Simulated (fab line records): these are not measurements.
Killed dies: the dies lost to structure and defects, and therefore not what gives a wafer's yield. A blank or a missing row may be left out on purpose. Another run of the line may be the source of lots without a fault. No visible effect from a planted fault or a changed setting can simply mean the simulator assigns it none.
Chamber matching / flow nand_harc / NHARC_A_STAIRCASE_DEP_471 on pecvd-04 has 3 sister chambers
The step deposits SiO2, target thk 100 nm. 18 wafers are shown with their chamber, then 9 later ones without.

EACH WAFER AND ITS CHAMBER
wafer=L074.1; chamber=1; throttle_valve_pct (%)=15.2; heater_power_w (W)=595
wafer=L074.2; chamber=2; throttle_valve_pct (%)=16.4; heater_power_w (W)=521
wafer=L074.3; chamber=2; throttle_valve_pct (%)=16.7; heater_power_w (W)=531
wafer=L078.1; chamber=0; throttle_valve_pct (%)=16.3; heater_power_w (W)=576
wafer=L078.2; chamber=1; throttle_valve_pct (%)=15.3; heater_power_w (W)=550
wafer=L078.3; chamber=2; throttle_valve_pct (%)=16.2; heater_power_w (W)=442
wafer=L083.1; chamber=0; throttle_valve_pct (%)=16.4; heater_power_w (W)=505
wafer=L083.2; chamber=1; throttle_valve_pct (%)=15.4; heater_power_w (W)=562
wafer=L083.6; chamber=2; throttle_valve_pct (%)=16.4; heater_power_w (W)=563
wafer=L085.1; chamber=0; throttle_valve_pct (%)=16.3; heater_power_w (W)=607
wafer=L085.4; chamber=1; throttle_valve_pct (%)=15.5; heater_power_w (W)=588
wafer=L085.5; chamber=0; throttle_valve_pct (%)=16.2; heater_power_w (W)=615
wafer=L086.1; chamber=2; throttle_valve_pct (%)=16.2; heater_power_w (W)=561
wafer=L086.2; chamber=1; throttle_valve_pct (%)=15.5; heater_power_w (W)=644
wafer=L086.5; chamber=1; throttle_valve_pct (%)=15.2; heater_power_w (W)=641
wafer=L089.1; chamber=0; throttle_valve_pct (%)=16.4; heater_power_w (W)=591
wafer=L089.2; chamber=2; throttle_valve_pct (%)=16.2; heater_power_w (W)=507
wafer=L089.6; chamber=2; throttle_valve_pct (%)=16.4; heater_power_w (W)=511

SIGNATURES (means of the wafers above)
reading=throttle_valve_pct; chamber 0=16.320; chamber 1=15.350; chamber 2=16.357; scatter within a chamber=0.146
reading=heater_power_w; chamber 0=578.80; chamber 1=596.67; chamber 2=519.43; scatter within a chamber=41.1
Rule: for each reading, subtract the chamber's mean from the wafer's reading, divide by that reading's scatter and square the result; add these up over the readings and take the root, which gives the wafer's distance from the chamber. If the next closest chamber is less than 2 further off than the closest, the wafer can't be placed; otherwise it belongs to the closest. The scatter: take each reading less its chamber's mean, square it, sum over the shown wafers, divide by the number of wafers less the number of chambers, and take the root.

WAFERS WITHOUT THEIR CHAMBER
wafer=L088.2; throttle_valve_pct (%)=16.5; heater_power_w (W)=541
wafer=L088.4; throttle_valve_pct (%)=15.5; heater_power_w (W)=626
wafer=L088.5; throttle_valve_pct (%)=16.4; heater_power_w (W)=538
wafer=L091.2; throttle_valve_pct (%)=16.7; heater_power_w (W)=569
wafer=L091.3; throttle_valve_pct (%)=16.4; heater_power_w (W)=640
wafer=L091.4; throttle_valve_pct (%)=15.4; heater_power_w (W)=536
wafer=L097.2; throttle_valve_pct (%)=16.2; heater_power_w (W)=525
wafer=L097.3; throttle_valve_pct (%)=16.1; heater_power_w (W)=530
wafer=L097.4; throttle_valve_pct (%)=15.3; heater_power_w (W)=545

EACH ONE'S CHAMBER
wafer=L088.2; from the rows above=can't be placed: 2 or 0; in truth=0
wafer=L088.4; from the rows above=1; in truth=1
wafer=L088.5; from the rows above=can't be placed: 2 or 0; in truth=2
wafer=L091.2; from the rows above=can't be placed: 0 or 2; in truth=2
wafer=L091.3; from the rows above=can't be placed: 0 or 2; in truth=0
wafer=L091.4; from the rows above=1; in truth=1
wafer=L097.2; from the rows above=can't be placed: 2 or 0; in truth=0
wafer=L097.3; from the rows above=can't be placed: 2 or 0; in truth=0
wafer=L097.4; from the rows above=1; in truth=1
3 of 9 placed correctly. Unplaceable from these rows: 6, with the true chamber sitting among the candidates in 6. Placed wrongly: 0.
